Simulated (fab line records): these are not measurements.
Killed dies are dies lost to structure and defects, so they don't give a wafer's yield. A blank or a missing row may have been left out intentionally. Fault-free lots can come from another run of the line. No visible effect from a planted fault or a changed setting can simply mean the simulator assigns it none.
Split-lot experiment + flow n5Finfet + route with 1938 steps; 7 lots, 21 wafers read

## ABOUT THE SPLIT
At N5_BEOL_M6_EXPOSE_08 (exposes mask M6), the setting doseMj was moved away from the recipe's 68.25 on 7 of the 21 wafers read, by -5.3% to +6.1%. All remaining wafers had this setting at the recipe value.

## FROM THE SPLIT TO THE READING: what the file shows between them, 2 steps
- N5_BEOL_M6_PEB_09: peb time 60 s
- N5_BEOL_M6_DEVELOP_10: develop time 30 s

## THE READING
cdNm at N5_BEOL_M6_CD_MEAS_11, given in nm (cd target 38.5 nm). A value of 38.2 nm with a standard deviation of 0.62 nm is what fault-free wafers of this fab line usually give.

| wafer  | tool, chamber at the split | doseMj as run | against the recipe | cdNm, nm | against lot-mates on the recipe |
|--------|----------------------------|---------------|--------------------|----------|---------------------------------|
| L074.2 | arfiScanner-02, 0          | 72.38         | +6.1%              | 40.2     | +2.0                            |
| L074.3 | arfiScanner-02, 0          | 68.25         | recipe             | 38.2     | -                               |
| L074.6 | arfiScanner-02, 0          | 72.38         | +6.1%              | 40.2     | +2.0                            |
| L076.1 | arfiScanner-02, 0          | 64.66         | -5.3%              | 36.0     | -2.3                            |
| L076.3 | arfiScanner-02, 0          | 64.66         | -5.3%              | 36.1     | -2.2                            |
| L076.5 | arfiScanner-02, 0          | 68.25         | recipe             | 38.3     | -                               |
| L077.1 | arfiScanner-02, 0          | 68.25         | recipe             | 38.8     | -                               |
| L077.3 | arfiScanner-02, 0          | 69.91         | +2.4%              | 40.0     | +1.2                            |
| L077.5 | arfiScanner-02, 0          | 68.25         | recipe             | 38.7     | -                               |
| L087.3 | arfiScanner-02, 0          | 68.25         | recipe             | 38.7     | -                               |
| L087.4 | arfiScanner-02, 0          | 68.25         | recipe             | 39.0     | -                               |
| L087.6 | arfiScanner-02, 0          | 68.25         | recipe             | 37.5     | -                               |
| L090.2 | arfiScanner-01, 0          | 68.25         | recipe             | 38.2     | -                               |
| L090.4 | arfiScanner-01, 0          | 68.25         | recipe             | 38.7     | -                               |
| L090.5 | arfiScanner-01, 0          | 68.25         | recipe             | 38.0     | -                               |
| L089.2 | arfiScanner-02, 0          | 68.25         | recipe             | 38.3     | -                               |
| L089.4 | arfiScanner-02, 0          | 68.25         | recipe             | 38.8     | -                               |
| L089.6 | arfiScanner-02, 0          | 68.25         | recipe             | 38.0     | -                               |
| L091.1 | arfiScanner-01, 0          | 64.73         | -5.2%              | 36.2     | -2.6                            |
| L091.2 | arfiScanner-01, 0          | 68.25         | recipe             | 38.8     | -                               |
| L091.3 | arfiScanner-01, 0          | 64.73         | -5.2%              | 35.2     | -3.6                            |

THE FIT
A straight line over all 21 wafers: cdNm changes by +0.414 nm for each +1% of doseMj; r = +0.93; the points scatter about the line by 0.5 nm.
The same after taking each lot's own level away (the mean of its wafers on the recipe; 21 wafers): +0.437 nm for each +1%; r = +0.94; scatter 0.48 nm.
According to that fit, moving doseMj by its largest amount changes the reading by 2.6 nm.
Across the lots, their own levels run from 38.20 to 38.80 nm, a range of 1.0 times the standard deviation given above.
Hence the lot-to-lot level has little effect on the slope; both slopes agree.
Check: +2.7 nm against its lot-mates is what the line predicts for one of the wafers moved furthest among these (+6.1%) when that wafer is left out of the fit. It came out at +2 nm against them.

## THE WHOLE CHAIN: every reading that the file lists as answering this split, in the file's order
| step                  | what it does                                           | reading                                                             | change (the file's fit)               | r (the file's) |
|-----------------------|--------------------------------------------------------|---------------------------------------------------------------------|---------------------------------------|----------------|
| N5_BEOL_M6_CD_MEAS_11 | target cd 38.5 nm                                      | cdNm                                                                | +0.448 nm for each +1% of the setting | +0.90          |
| N5_BEOL_M6_ETCH_61    | etches SiARC in CF4, target depth 45.5 nm, time 75.8 s | BEOL_M6.cdOffsetNm (the simulator's own value, which no gauge read) | +0.462 nm for each +1% of the setting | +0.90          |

## FILE'S OWN FIT
cdNm changes by +0.448 nm for each +1% of doseMj, r = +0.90.
